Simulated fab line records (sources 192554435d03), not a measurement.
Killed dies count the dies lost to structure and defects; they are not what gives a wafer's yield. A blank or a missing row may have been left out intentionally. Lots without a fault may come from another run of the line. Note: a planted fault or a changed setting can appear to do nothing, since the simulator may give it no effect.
Struck lot and sound lot, side by side | flow n5-finfet | 35 out of 1938 route steps
Sound: wafers L563.1, L563.3, L563.4. Struck: wafer L582.2. (L582.3, L582.5 of the same lot were not struck and are left out.) The cause comes at the end.
At each step with rows: each side's tool, then ch and its chambers, then its first start. Under that, the readings that differ: sound wafers | struck wafers | difference of the means | sigmas: that difference in standard deviations of wafers without a fault.
alike: same words and numbers on both sides, and readings whose means sit less than 2 such deviations apart. not compared: any withheld reading, any reading some wafer has no value for, any bound like >300 that may hide the same value, and any number with overlapping values for which the record gives no deviation.
The two part at a step that has a row with sigmas, a row that says differs or no value, or rows on one side only. Numbers that have no deviation but don't overlap get no sigmas and don't part them. A reading missing from all wafers of one side parts the sides only when that side holds two or more wafers.

first, 9 steps without rows for these wafers: N5_FIN_SAQP_PRECLEAN_42 (cleans in O3/DIW, time 60 s); N5_FIN_SAQP_PRECLEAN_00 (cleans in SC1, time 60 s); N5_FIN_SAQP_PRECLEAN_44 (cleans in SC2, time 45 s); N5_FIN_SAQP_SRD_01 (time 30 s); N5_FIN_SAQP_ALD_61 (deposits SiO2, target thk 4 nm, pulse time 1 s, purge time 2 s); N5_FIN_SAQP_DENSIFY_62 (time 60 s); N5_FIN_SAQP_HM_DEP_03 (deposits SiNx from SiH4/NH3/N2, target thk 38 nm, time 33.6 s); N5_FIN_SAQP_PECVD_47 (deposits a-Si from SiH4/He, target thk 45 nm, time 36.3 s); N5_FIN_SAQP_PECVD_48 (deposits SiNx from SiH4/NH3/N2, target thk 25 nm, time 22.1 s).
N5_FIN_SAQP_PECVD_06: deposits a-Si from SiH4/He, target thk 60 nm, time 48.1 s.
  sound on pecvd-01 ch 0,2, day 2 03:47; struck on pecvd-01 ch 0, day 6 21:04
  reading                                     | sound             | struck | difference | sigmas
  model.a-Si_of_FIN_SAQP_PECVD_06.thk-nm (nm) | 59.14 60.28 59.35 | 29.96  | -29.63     |
  alike: heater-power-w, showerhead-plenum-p-Torr, showerhead-vpp-V, throttle-valve-pct
N5_FIN_SAQP_THK_MEAS_07:
  sound on film-metro-01, day 2 03:53; struck on film-metro-01, day 6 21:09
  reading     | sound          | struck | difference | sigmas
  thk-nm (nm) | 59.2 60.3 59.3 | 30.0   | -29.6      | -37
then, 15 steps without rows for these wafers: N5_FIN_SAQP_HM_DEP_72 (deposits SiO2 from SiH4/N2O, target thk 12 nm, time 7.2 s); N5_FIN_SAQP_COAT_49 (time 60 s, resist thk 100 nm); N5_FIN_SAQP_COAT_50 (time 60 s, resist thk 35 nm); N5_FIN_SAQP_COAT_10 (resist thk 90 nm); N5_FIN_SAQP_EBR_12; N5_FIN_SAQP_SOFTBAKE_11 (time 60 s); N5_FIN_SAQP_EXPOSE_13 (exposes mask FIN CORE, target cd 35.6 nm); N5_FIN_SAQP_PEB_14 (peb time 60 s); N5_FIN_SAQP_DEVELOP_15 (develop time 30 s); N5_FIN_SAQP_DESCUM_21 (chemistry O2, time 7.9 s); N5_FIN_SAQP_ETCH_51 (etches SiARC in CF4, target depth 45.5 nm, time 75.8 s); N5_FIN_SAQP_ETCH_52 (etches SOC in N2/H2, target depth 100 nm, overetch 20 nm, time 150 s); N5_FIN_SAQP_STRIP_53 (strips in N2/H2); N5_FIN_SAQP_HM_OPEN_73 (chemistry CHF3/O2, target SiO2, stops on a-Si, target depth 12 nm, time 16.8 s); N5_FIN_SAQP_STRIP_74 (strips in CHF3/O2).
N5_FIN_SAQP_MANDREL_ETCH_22: etches a-Si in HBr/Cl2, stops on SiNx, target depth 60 nm, bt time 10 s, time 30 s.
  sound on rie-si-04 ch 1,2,3, day 2 04:38; struck on rie-si-04 ch 1, day 6 21:53
  reading                  | sound             | struck | difference | sigmas
  oes-product-au (a.u.)    | 0.754 0.770 0.776 | 0.544  | -0.223     | -16
  rf-hours-counter-h (h)   | 25 7 182          | 184    | +113       |
  model.etch.depth-nm (nm) | 59.05 60.28 59.29 | 29.96  | -29.58     |
  alike: drypump-motor-current-A, throttle-valve-pct
then, 5 steps without rows for these wafers: N5_FIN_SAQP_STRIP_55 (strips in N2/H2); N5_FIN_SAQP_STRIP_23 (strips in SPM, time 750 s); N5_FIN_SAQP_SRD_66 (time 30 s); N5_FIN_SAQP_RECESS_75 (chemistry HF/NH3, target SiO2, target depth 14.4 nm, afs cycles 3, sublimation time 60 s); N5_FIN_SAQP_SPACER1_ALD_24 (deposits SiO2, target thk 20.3 nm, pulse time 1 s, purge time 2 s).
N5_FIN_SAQP_SPACER1_ETCHBACK_25: etches SiO2 in CHF3/O2, target depth 24.4 nm, time 12.2 s.
  sound on rie-diel-03 ch 1,2,3, day 2 06:31; struck on rie-diel-03 ch 1, day 6 23:29
  reading                                     | sound          | struck | difference | sigmas
  rf-hours-counter-h (h)                      | 235 205 242    | 30     | -197       |
  model.a-Si_of_FIN_SAQP_PECVD_06.thk-nm (nm) | 58.2 59.4 58.4 | 29     | -30        |
  alike: drypump-motor-current-A, oes-product-au, rf-vpp-V, showerhead-plenum-p-Torr, throttle-valve-pct
then, 1 step without rows for these wafers: N5_FIN_SAQP_MANDREL1_REMOVE_56 (chemistry HBr/Cl2/O2, target a-Si, stops on SiNx, bt time 10 s).
-- here the record skips 7 days between the struck wafers' starts before and after, leaving off in module FIN_SAQP and picking up in module BEOL_M4 (first step shown: number 1111 of the route) --
N5_BEOL_M4_RC_MEAS_101:
  sound on prober-01 ch 0, day 8 05:22; struck on prober-01 ch 0, day 13 12:56
  reading       | sound          | struck | difference | sigmas
  SS_N (mV/dec) | 72.5 71.7 71.7 | 70.6   | -1.4       | -2
  alike: DIBL_N, DIBL_P, IOFF_N, IOFF_P, ION_N, ION_P, SS_P, VT_N, VT_P

## WHERE THEY PART
Earliest at N5_FIN_SAQP_THK_MEAS_07; latest, in this record, at N5_BEOL_M4_RC_MEAS_101.

WHY: what had been put in by the simulator
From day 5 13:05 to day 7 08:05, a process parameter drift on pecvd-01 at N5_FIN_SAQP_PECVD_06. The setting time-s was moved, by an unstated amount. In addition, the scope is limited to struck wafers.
